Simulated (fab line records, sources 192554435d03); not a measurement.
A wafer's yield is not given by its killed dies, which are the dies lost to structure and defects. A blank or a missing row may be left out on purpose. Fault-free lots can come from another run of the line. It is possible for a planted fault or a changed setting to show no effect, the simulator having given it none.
Chamber matching / flow n5-finfet / rie-diel-04 running N5_BEOL_M2_STRIP_36: 4 sister chambers
The step strips in N2/H2. 16 wafers are shown with their chamber, then 8 later ones without.

## WAFERS PAIRED WITH THEIR CHAMBERS
wafer=L074.2; chamber=0; drypump-motor-current-A (A)=5.5; throttle-valve-pct (%)=23.28; showerhead-plenum-p-Torr (Torr)=2.58
wafer=L074.3; chamber=1; drypump-motor-current-A (A)=6.0; throttle-valve-pct (%)=23.08; showerhead-plenum-p-Torr (Torr)=2.59
wafer=L074.4; chamber=3; drypump-motor-current-A (A)=5.6; throttle-valve-pct (%)=23.57; showerhead-plenum-p-Torr (Torr)=2.60
wafer=L075.1; chamber=1; drypump-motor-current-A (A)=6.0; throttle-valve-pct (%)=23.08; showerhead-plenum-p-Torr (Torr)=2.59
wafer=L075.4; chamber=2; drypump-motor-current-A (A)=5.9; throttle-valve-pct (%)=23.88; showerhead-plenum-p-Torr (Torr)=2.57
wafer=L075.5; chamber=0; drypump-motor-current-A (A)=5.5; throttle-valve-pct (%)=23.31; showerhead-plenum-p-Torr (Torr)=2.58
wafer=L080.3; chamber=3; drypump-motor-current-A (A)=5.6; throttle-valve-pct (%)=23.20; showerhead-plenum-p-Torr (Torr)=2.60
wafer=L080.4; chamber=0; drypump-motor-current-A (A)=5.4; throttle-valve-pct (%)=23.32; showerhead-plenum-p-Torr (Torr)=2.57
wafer=L080.5; chamber=1; drypump-motor-current-A (A)=6.0; throttle-valve-pct (%)=23.11; showerhead-plenum-p-Torr (Torr)=2.58
wafer=L088.2; chamber=2; drypump-motor-current-A (A)=5.9; throttle-valve-pct (%)=23.96; showerhead-plenum-p-Torr (Torr)=2.56
wafer=L088.5; chamber=3; drypump-motor-current-A (A)=5.6; throttle-valve-pct (%)=23.22; showerhead-plenum-p-Torr (Torr)=2.59
wafer=L088.6; chamber=0; drypump-motor-current-A (A)=5.4; throttle-valve-pct (%)=23.35; showerhead-plenum-p-Torr (Torr)=2.57
wafer=L089.1; chamber=3; drypump-motor-current-A (A)=5.6; throttle-valve-pct (%)=23.24; showerhead-plenum-p-Torr (Torr)=2.59
wafer=L089.4; chamber=1; drypump-motor-current-A (A)=6.0; throttle-valve-pct (%)=23.07; showerhead-plenum-p-Torr (Torr)=2.57
wafer=L089.6; chamber=2; drypump-motor-current-A (A)=5.9; throttle-valve-pct (%)=23.96; showerhead-plenum-p-Torr (Torr)=2.56
wafer=L091.1; chamber=3; drypump-motor-current-A (A)=5.6; throttle-valve-pct (%)=23.24; showerhead-plenum-p-Torr (Torr)=2.59

SIGNATURES, as means of the wafers listed above
reading=drypump-motor-current-A; chamber 0=5.450; chamber 1=6.000; chamber 2=5.900; chamber 3=5.600; scatter within a chamber=0.0289
reading=throttle-valve-pct; chamber 0=23.3150; chamber 1=23.0850; chamber 2=23.9333; chamber 3=23.2940; scatter within a chamber=0.0931
reading=showerhead-plenum-p-Torr; chamber 0=2.5750; chamber 1=2.5825; chamber 2=2.5633; chamber 3=2.5940; scatter within a chamber=0.00684
Rule: for a wafer and a chamber, the distance is found by dividing, reading by reading, the gap between the wafer's reading and the chamber's mean by the reading's scatter, squaring, summing and taking the root. If the next closest chamber is less than 2 further off than the closest, the wafer can't be placed; otherwise it belongs to the closest. The scatter: the root of (the sum of the squares of (reading less its chamber's mean) over the shown wafers, divided by (wafers less chambers)).

## WAFERS WHOSE CHAMBER IS MISSING
wafer=L091.2; drypump-motor-current-A (A)=6.0; throttle-valve-pct (%)=23.12; showerhead-plenum-p-Torr (Torr)=2.57
wafer=L091.3; drypump-motor-current-A (A)=5.9; throttle-valve-pct (%)=23.98; showerhead-plenum-p-Torr (Torr)=2.56
wafer=L093.1; drypump-motor-current-A (A)=5.9; throttle-valve-pct (%)=23.98; showerhead-plenum-p-Torr (Torr)=2.56
wafer=L093.5; drypump-motor-current-A (A)=5.4; throttle-valve-pct (%)=23.32; showerhead-plenum-p-Torr (Torr)=2.56
wafer=L093.6; drypump-motor-current-A (A)=5.6; throttle-valve-pct (%)=23.24; showerhead-plenum-p-Torr (Torr)=2.59
wafer=L097.3; drypump-motor-current-A (A)=5.9; throttle-valve-pct (%)=23.96; showerhead-plenum-p-Torr (Torr)=2.55
wafer=L097.4; drypump-motor-current-A (A)=5.6; throttle-valve-pct (%)=23.27; showerhead-plenum-p-Torr (Torr)=2.58
wafer=L097.6; drypump-motor-current-A (A)=5.4; throttle-valve-pct (%)=23.36; showerhead-plenum-p-Torr (Torr)=2.56

## CHAMBER TAKEN BY EACH
wafer=L091.2; from the rows above=1; in truth=1
wafer=L091.3; from the rows above=2; in truth=2
wafer=L093.1; from the rows above=2; in truth=2
wafer=L093.5; from the rows above=0; in truth=0
wafer=L093.6; from the rows above=3; in truth=3
wafer=L097.3; from the rows above=2; in truth=2
wafer=L097.4; from the rows above=3; in truth=3
wafer=L097.6; from the rows above=0; in truth=0
Placed correctly: 8 of 8. Not placeable from these rows: 0. 0 placed wrongly.
